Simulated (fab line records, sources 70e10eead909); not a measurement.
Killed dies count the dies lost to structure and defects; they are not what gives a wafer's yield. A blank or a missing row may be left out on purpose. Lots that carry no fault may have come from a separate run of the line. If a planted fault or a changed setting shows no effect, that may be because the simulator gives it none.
Which tool did it? | flow nand-harc | 17 wafers from 6 lots sampled at 5 of the route's 1302 steps

## WHAT THE GAUGES READ, wafer by wafer
NHARC_END_SORT_01.
lot  | measured     | on        | killed-at-other
L942 | day 24 07:23 | prober-02 | 1 0 1
L950 | day 27 23:49 | prober-01 | 1 1
L955 | day 29 21:17 | prober-01 | 1 1 2
L960 | day 31 23:41 | prober-01 | 0 0 0
L961 | day 32 16:32 | prober-01 | 2 0 0
L963 | day 33 17:06 | prober-02 | 0 0 0

## TOOL THAT RAN EACH LOT (tool first, then ch and the chambers of the sampled wafers, then the start)
lot  | NHARC_A_CONTACT_ETCH_127             | NHARC_A_CONTACT_ETCH_132             | NHARC_A_CONTACT_SOFTBAKE_03       | NHARC_A_CONTACT_ETCH_88
L942 | har-cap-etch-03 ch 0,1, day 22 00:04 | har-cap-etch-03 ch 0,1, day 22 00:56 | litho-track-04 ch 0, day 22 05:00 | rie-diel-03 ch 1,3, day 22 05:58
L950 | har-cap-etch-02 ch 0, day 25 10:10   | har-cap-etch-02 ch 0, day 25 11:03   | litho-track-04 ch 0, day 25 17:00 | rie-diel-12 ch 0,1, day 25 18:26
L955 | har-cap-etch-03 ch 0,1, day 27 13:32 | har-cap-etch-03 ch 0,1, day 27 14:26 | litho-track-01 ch 0, day 27 18:00 | rie-diel-12 ch 1,2,3, day 27 19:17
L960 | har-cap-etch-01 ch 0,1, day 29 15:35 | har-cap-etch-01 ch 0,1, day 29 16:28 | litho-track-04 ch 0, day 29 21:00 | rie-diel-12 ch 0,1,2, day 29 22:21
L961 | har-cap-etch-03 ch 0,1, day 30 00:58 | har-cap-etch-03 ch 0,1, day 30 01:50 | litho-track-06 ch 0, day 30 06:00 | rie-diel-12 ch 2,3, day 30 06:58
L963 | har-cap-etch-01 ch 0,1, day 31 02:41 | har-cap-etch-01 ch 0,1, day 31 03:34 | litho-track-01 ch 0, day 31 11:00 | rie-diel-12 ch 0,1,2, day 31 11:51
- NHARC_A_CONTACT_ETCH_127: etches the open film in C4F8/O2/Ar, time 197 s, target depth 1918 nm.
- NHARC_A_CONTACT_ETCH_132: etches the open film in C4F8/O2/Ar, time 197 s, target depth 1924 nm.
- NHARC_A_CONTACT_SOFTBAKE_03: time 55 s.
- NHARC_A_CONTACT_ETCH_88: etches the open film in CF4, target depth 39 nm, time 65 s.

## THE ANSWER, worked out from the rows above alone
Rule: what is usual is taken from the lots themselves. Put in order of their means at a reading, lots are off if they are a third of the lots or fewer, leave a main group of 4 or more, and stand apart from it by a gap of 3 or more times the standard deviation of the main group's means; of several such gaps the widest counts. The tables above print the reading to a certain number of digits; a main group whose means all agree to those digits is not used. Also off: a lot with no number at a reading for which 4 or more lots have one. All remaining lots with rows at the step are treated as sound.
No lot is off on any of the readings shown, so nothing can be concluded from this.

## WHAT HAD BEEN PUT IN BY THE SIMULATOR
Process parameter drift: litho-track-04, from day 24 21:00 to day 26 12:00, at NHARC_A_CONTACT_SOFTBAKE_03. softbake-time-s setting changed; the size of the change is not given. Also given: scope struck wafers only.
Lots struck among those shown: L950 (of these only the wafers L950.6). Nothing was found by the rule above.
